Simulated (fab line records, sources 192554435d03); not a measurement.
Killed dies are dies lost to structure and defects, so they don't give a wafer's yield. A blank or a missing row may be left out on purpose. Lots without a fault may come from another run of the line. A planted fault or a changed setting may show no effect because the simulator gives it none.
Chamber matching | flow n5_finfet | N5_SDB_HM_DEP_00 on pecvd-01: 3 sister chambers
The step deposits SiNx from SiH4/NH3/N2, target thk 40 nm, time 35.3 s. 3 wafers are shown with their chamber, then 10 later ones without.

WAFERS WITH THEIR CHAMBER
wafer  | chamber | showerhead_plenum_p_Torr (Torr)
L084.6 | 0       | 5.06
L088.2 | 1       | 5.19
L088.3 | 2       | 5.12

WAFERS WITHOUT THEIR CHAMBER
wafer  | showerhead_plenum_p_Torr (Torr)
L088.6 | 5.12
L090.1 | 5.10
L090.4 | 5.19
L090.6 | 5.12
L094.2 | 5.20
L094.5 | 5.12
L094.6 | 5.18
L096.4 | 5.19
L096.5 | 5.06
L096.6 | 5.12

WHICH CHAMBER EACH WENT THROUGH
wafer  | from the rows above | in truth
L088.6 | 2                   | 2
L090.1 | 2                   | 2
L090.4 | 1                   | 1
L090.6 | 2                   | 2
L094.2 | 1                   | 1
L094.5 | 2                   | 2
L094.6 | 1                   | 1
L096.4 | 1                   | 1
L096.5 | 0                   | 0
L096.6 | 2                   | 2
Placed correctly: 10 of 10. Can't be placed from these rows: 0. Placed wrongly: 0.
How it was worked out, from the rows above alone: a wafer's distance from a chamber is the root of the sum, over the readings, of the square of ((its reading less the chamber's mean) divided by the reading's scatter). The wafer belongs to the nearest chamber; if the next one is less than 2 further off, it can't be placed. A chamber's mean is the mean of its shown wafers. The scatter: with one shown wafer a chamber, the root of the mean of the squares of how far each hidden wafer lies from its nearest shown one.
